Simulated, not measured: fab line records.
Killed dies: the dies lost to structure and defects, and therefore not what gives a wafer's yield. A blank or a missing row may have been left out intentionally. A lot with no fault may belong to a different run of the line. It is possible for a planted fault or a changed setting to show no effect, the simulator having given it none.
Struck lot and sound lot, side by side -- flow nand harc -- 42 steps out of a route of 1159
Sound: wafers L359.1, L359.2, L359.4. Struck: wafer L370.4. (L370.5, L370.6 of the same lot were not struck and are left out.) The cause comes at the end.
Order at every step that has rows: each side's tool, ch and its chambers, its first start. Under that, the readings that differ: sound wafers -- struck wafers -- difference of the means -- sigmas: that difference in standard deviations of wafers without a fault.
alike: readings with means less than 2 such deviations apart, plus words and numbers identical on both sides. not compared: withheld readings, readings lacking a value on some wafer, bounds such as >300 that could conceal the same value, and numbers that have no deviation in the record and whose values overlap.
Wherever a step has rows on one side only, a row that says differs or no value, or a row with sigmas, the two part there. Numbers that don't overlap but have no deviation are shown without sigmas and don't part them. A reading that every wafer of one side lacks parts them only if that side has two wafers or more.

NHARC_A_BONDPAD_INSPECT_23:
  sound on defect inspect-01 at day 18 12:32; struck on defect inspect-02 at day 22 06:35
  alike: raw defect count
then, 5 steps without rows for these wafers: NHARC_HYBRID_BOND_ACTIVATE_00 (chemistry N2, time 60 s); NHARC_HYBRID_BOND_PRECLEAN_01 (cleans in DIW, time 300 s); NHARC_HYBRID_BOND_SRD_02 (time 30 s, dry time 20 s); NHARC_HYBRID_BOND_BOND_03; NHARC_HYBRID_BOND_ANNEAL_04 (time 7200 s).
NHARC_HYBRID_BOND_OVL_MEAS_05:
  sound on overlay-02 at day 18 21:37; struck on overlay-01 at day 22 18:43
  alike: overlay x nm, overlay y nm
NHARC_HYBRID_BOND_INSPECT_06: inspects for defects (ir void).
  sound on defect inspect-02 at day 18 21:44; struck on defect inspect-01 at day 22 18:47
  alike: raw defect count
NHARC_THIN_TSV_GRIND_00:
  sound on grinder-01 ch 0, day 19 02:38; struck on grinder-01 ch 0, day 22 20:44
  alike: motor current A
NHARC_THIN_TSV_CMP_01: polishes.
  sound on cmp-03 ch 0,1,3, day 19 03:53; struck on cmp-04 ch 1, day 22 21:23
reading,sound,struck,difference,sigmas
motor current A (A),12.8 13.4 14.9,10.8,-2.9,-2
NHARC_THIN_TSV_THK_MEAS_02: measures by ir.
  sound on film metro-02 at day 19 04:08; struck on film metro-01 at day 22 21:38
  alike: thk nm
after that, 1 step had no rows for these wafers: NHARC_THIN_TSV_SRD_03.
NHARC_THIN_TSV_PRECLEAN_41: cleans in SC1.
  sound on wet bench-10 ch 4,5,7, day 19 04:13; struck on wet bench-10 ch 2,5,6, day 22 21:41
then, 10 steps without rows for these wafers: NHARC_THIN_TSV_SRD_42; NHARC_THIN_TSV_DEP_43 (deposits SiO2, target thk 1328.5 nm); NHARC_THIN_TSV_DEHYDRATE_04 (time 120 s); NHARC_THIN_TSV_HMDS_05 (time 30 s); NHARC_THIN_TSV_COAT_06; NHARC_THIN_TSV_SOFTBAKE_07 (time 95 s); NHARC_THIN_TSV_EBR_08; NHARC_THIN_TSV_EXPOSE_09 (exposes mask TSV); NHARC_THIN_TSV_PEB_10 (peb time 85 s); NHARC_THIN_TSV_DEVELOP_11 (time 70 s).
NHARC_THIN_TSV_CD_MEAS_12: the cd target is 1000 nm.
  sound on cd sem-01 ch 0, day 19 05:16; struck on cd sem-02 ch 0, day 22 22:47
  alike: cd nm
then, 3 steps without rows for these wafers: NHARC_THIN_TSV_HARDBAKE_13 (time 80 s); NHARC_THIN_TSV_DESCUM_14 (chemistry O2, time 3 s); NHARC_THIN_TSV_ETCH_44 (etches the open film in CF4/O2, target depth 1594.2 nm, time 797.1 s).
NHARC_THIN_TSV_ETCH_15: target depth 3000 nm, bosch target overetch cycles 2, bosch etch step 2.8 s.
  sound on rie si-06 ch 0,1, day 19 06:05; struck on rie si-06 ch 3, day 22 23:38
  alike: drypump motor current A
  not compared: rf hours counter h
NHARC_THIN_TSV_CD_MEAS_16:
  sound on cd sem-03 at day 19 06:16; struck on cd sem-01 at day 22 23:45
  alike: cd nm
then, 4 steps without rows for these wafers: NHARC_THIN_TSV_STRIP_45 (strips in O2); NHARC_THIN_TSV_STRIP_46 (strips in post etch residue remover, time 1200 s); NHARC_THIN_TSV_DEP_47 (deposits SiO2, target thk 200 nm); NHARC_THIN_TSV_ETCHBACK_48 (etches the open film in C4F8/Ar, target depth 1028.5 nm, time 405.17 s).
NHARC_THIN_TSV_STRIP_62: strips in N2/H2, time 20 s.
  sound on plasma asher-01 ch 0,1, day 19 07:53; struck on plasma asher-02 ch 0, day 23 01:26
  alike: drypump motor current A, heater power w
  not compared: rf hours counter h
then, 1 step without rows for these wafers: NHARC_THIN_TSV_DEGAS_49 (time 120 s).
NHARC_THIN_TSV_PRE_CLEAN_50: time 30 s.
  sound on pvd sputter-01; struck on pvd sputter-01
  alike: heater power w
then, 5 steps without rows for these wafers: NHARC_THIN_TSV_PVD_19 (deposits TaN, target thk 20 nm); NHARC_THIN_TSV_PVD_51 (deposits Cu, target thk 100 nm); NHARC_THIN_TSV_ECD_20 (material Cu, target thk 2000 nm); NHARC_THIN_TSV_ANNEAL_52 (time 90 s); NHARC_THIN_TSV_CMP_21 (polishes, t overpolish 30 s, target thk 2000 nm).
NHARC_END_SORT_01:
  only the struck wafers appear in the record here, on prober-01 ch 0 at day 23 22:36; the sound ones have no rows

WHERE THEY PART
Last at NHARC_END_SORT_01 as far as this record goes, first at NHARC_THIN_TSV_CMP_01.

WHY: whatever the simulator had introduced
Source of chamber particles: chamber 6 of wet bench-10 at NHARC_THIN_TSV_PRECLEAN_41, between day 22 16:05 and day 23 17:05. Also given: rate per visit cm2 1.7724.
